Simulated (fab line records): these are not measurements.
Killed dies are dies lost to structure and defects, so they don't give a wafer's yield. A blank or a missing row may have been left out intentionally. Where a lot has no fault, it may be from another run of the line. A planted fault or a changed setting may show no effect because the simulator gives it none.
One fault through the eyes of 2 desks -- flow n5Finfet -- numbers are kept per desk, each desk with only its own; the story behind them comes last

THE METROLOGY DESK
What the gauges read for every lot (on any tool): the sampled wafers with a number, averaged. Marked OUT: a lot whose mean sits more than 4 standard deviations from the usual mean, which makes it out of limits; the brackets give that distance. It has 10 readings; the 7 that lie furthest out on some lot are the ones shown.
Columns: A = DIBL_N at N5_BEOL_M4_RC_MEAS_101, usual 36.5 mV/V; B = DIBL_P at N5_BEOL_M4_RC_MEAS_101, usual 36.5 mV/V; C = IOFF_P at N5_BEOL_M4_RC_MEAS_101, usual 0.22 nA/um; D = ION_N at N5_BEOL_M4_RC_MEAS_101, usual 677 uA/um; E = ION_P at N5_BEOL_M4_RC_MEAS_101, usual 463 uA/um; F = SS_N at N5_BEOL_M4_RC_MEAS_101, usual 71.6 mV/dec; G = VT_P at N5_BEOL_M4_RC_MEAS_101, usual -250 mV
lot,first seen here,A,B,C,D,E,F,G
L292,day 8 14:43,38.5,38.8,0.21,682,460,71.7,-253
L294,day 9 10:14,36.4,36.2,0.22,685,471,71.6,-247
L302,day 11 07:36,37.0,37.1,0.20,677,459,72.2,-252
L304,day 12 01:16,37.7,37.9,0.21,681,461,71.5,-252
L308,day 12 10:23,36.7,37.5,0.29,691,478,71.6,-242
L307,day 12 13:29,37.4,37.5,0.22,673,463,72.1,-250
L310,day 13 21:04,34.7,34.5,0.20,656,460,71.2,-250
L311,day 14 00:46,37.0,37.6,0.25,681,471,71.9,-246
L312,day 14 23:12,38.5,37.8,0.24,667,461,72.4,-248
Result from this desk: across the 9 lots, nothing is out of limits.

THE TOOL OWNER'S DESK: aldSin-04
The tool's own readings at N5_BEOL_M2_ALD_98 (deposits SiO2, target thk 2.5 nm, pulse time 1 s, co reactant pulse time 1 s): means of the sampled wafers that have a number, for each lot that ran on this tool. Marked OUT: a lot whose mean sits more than 4 standard deviations from the usual mean, which makes it out of limits; the brackets give that distance.
Columns: A = heaterPowerW at N5_BEOL_M2_ALD_98, usual 83 W; B = precursorPulseHeightRel at N5_BEOL_M2_ALD_98, usual 1.000
lot,first seen here,A,B
L292,day 7 06:56,87,0.976
L294,day 7 20:34,82,0.989
L302,day 10 01:26,91,1.009
L304,day 10 10:35,91,0.987
L307,day 11 02:16,92,0.981
L310,day 12 07:58,93,1.010
L311,day 12 10:50,91,1.005
Result from this desk: across the 7 lots, nothing is out of limits.

BROUGHT TOGETHER
At the metrology desk, nothing out of limits was observed.
The tool owner's desk saw nothing out of limits.

WHAT HAD BEEN PUT IN BY THE SIMULATOR
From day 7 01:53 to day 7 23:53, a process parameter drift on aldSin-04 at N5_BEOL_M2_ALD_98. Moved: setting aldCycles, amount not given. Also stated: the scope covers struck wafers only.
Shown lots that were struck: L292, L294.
